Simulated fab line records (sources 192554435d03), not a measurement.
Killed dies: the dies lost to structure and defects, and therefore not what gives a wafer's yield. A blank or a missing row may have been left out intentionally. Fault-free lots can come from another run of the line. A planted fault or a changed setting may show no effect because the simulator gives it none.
Matching of chambers	flow n5-finfet	N5_FIN_SAQP_HM_OPEN_73 on rie-diel-06: 4 sister chambers
The step chemistry CHF3/O2, target SiO2, stops on a-Si, target depth 12 nm, time 16.8 s. 18 wafers are shown with their chamber, then 9 later ones without.

WAFERS WITH THEIR CHAMBER
wafer	chamber	throttle-valve-pct (%)	rf-vpp-V (V)	showerhead-plenum-p-Torr (Torr)
L076.2	1	18.77	543	2.41
L076.4	0	18.60	565	2.45
L076.6	1	18.77	543	2.41
L077.1	1	18.78	543	2.41
L077.2	0	18.61	564	2.45
L077.6	1	18.78	545	2.41
L079.1	1	18.79	544	2.41
L079.2	0	18.60	564	2.45
L079.3	3	18.98	548	2.42
L081.1	2	18.36	525	2.52
L081.5	1	18.79	545	2.40
L081.6	0	18.60	564	2.44
L085.1	3	18.97	550	2.42
L085.2	0	18.63	564	2.44
L085.6	3	18.98	549	2.42
L086.1	3	18.97	548	2.42
L086.3	0	18.63	564	2.44
L086.5	3	18.97	548	2.42

SIGNATURES (means of the wafers above)
reading	chamber 0	chamber 1	chamber 2	chamber 3	scatter within a chamber
throttle-valve-pct	18.6117	18.7800	18.3600	18.9740	0.0107
rf-vpp-V	564.17	543.83	525.00	548.60	0.796
showerhead-plenum-p-Torr	2.4450	2.4083	2.5200	2.4200	0.00408
Rule: distance of a wafer from a chamber = root of the sum over the readings of ((wafer's reading minus chamber's mean) / reading's scatter) squared. If the next closest chamber is less than 2 further off than the closest, the wafer can't be placed; otherwise it belongs to the closest. The scatter is the square root of a quotient: the sum, over the shown wafers, of each reading's squared deviation from its chamber's mean, divided by wafers minus chambers.

WAFERS WHOSE CHAMBER IS MISSING
wafer	throttle-valve-pct (%)	rf-vpp-V (V)	showerhead-plenum-p-Torr (Torr)
L087.1	18.61	564	2.44
L087.2	19.00	549	2.41
L087.3	18.80	545	2.40
L095.1	19.02	548	2.41
L095.3	18.40	525	2.51
L095.6	18.84	545	2.39
L097.1	18.67	563	2.43
L097.3	18.85	542	2.39
L097.6	19.03	548	2.41

WHICH CHAMBER EACH WENT THROUGH
wafer	from the rows above	in truth
L087.1	0	0
L087.2	3	3
L087.3	1	1
L095.1	3	3
L095.3	2	2
L095.6	1	1
L097.1	0	0
L097.3	1	1
L097.6	3	3
9 of 9 placed correctly. Not placeable from these rows: 0. 0 placed wrongly.
